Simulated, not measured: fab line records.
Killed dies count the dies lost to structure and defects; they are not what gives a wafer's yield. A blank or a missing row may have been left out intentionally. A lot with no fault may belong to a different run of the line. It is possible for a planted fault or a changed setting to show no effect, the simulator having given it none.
Matching of chambers    flow n5Finfet    N5_MOL_CONTACT_COAG_ETCH_15 on rieDiel-06: 4 sister chambers
The step etches SiNx in CH3F/O2, stops on Si:P, target depth 7 nm. 4 wafers are shown with their chamber, then 11 later ones without.

## WAFERS WITH THEIR CHAMBER
wafer   chamber  rfVppV (V)
L082.1  3        291
L088.4  0        285
L088.5  1        306
L091.3  2        289

## WAFERS MISSING THEIR CHAMBER
wafer   rfVppV (V)
L091.4  296
L091.5  288
L092.1  288
L092.2  294
L092.5  290
L095.1  289
L095.4  304
L095.6  288
L097.1  289
L097.2  286
L097.5  286

## WHICH CHAMBER EACH ONE RAN IN
wafer   from the rows above           in truth
L091.4  can't be placed: 3 or 2       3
L091.5  can't be placed: 2 or 0 or 3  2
L092.1  can't be placed: 2 or 0 or 3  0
L092.2  can't be placed: 3 or 2       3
L092.5  can't be placed: 2 or 3       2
L095.1  can't be placed: 2 or 3       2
L095.4  1                             1
L095.6  can't be placed: 2 or 0 or 3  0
L097.1  can't be placed: 2 or 3       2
L097.2  can't be placed: 0 or 2       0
L097.5  can't be placed: 0 or 2       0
Placed correctly: 1 of 11. Not placeable from these rows: 10 (in 10, the candidates include the true chamber). Number placed wrongly: 0.
How it was worked out, from the rows above alone: a wafer's distance from a chamber is the root of the sum, over the readings, of the square of ((its reading less the chamber's mean) divided by the reading's scatter). If the next closest chamber is less than 2 further off than the closest, the wafer can't be placed; otherwise it belongs to the closest. A chamber's mean is the mean of its shown wafers. The scatter (one wafer shown for each chamber): square how far every hidden wafer sits from the nearest shown wafer, average those squares and take the square root.
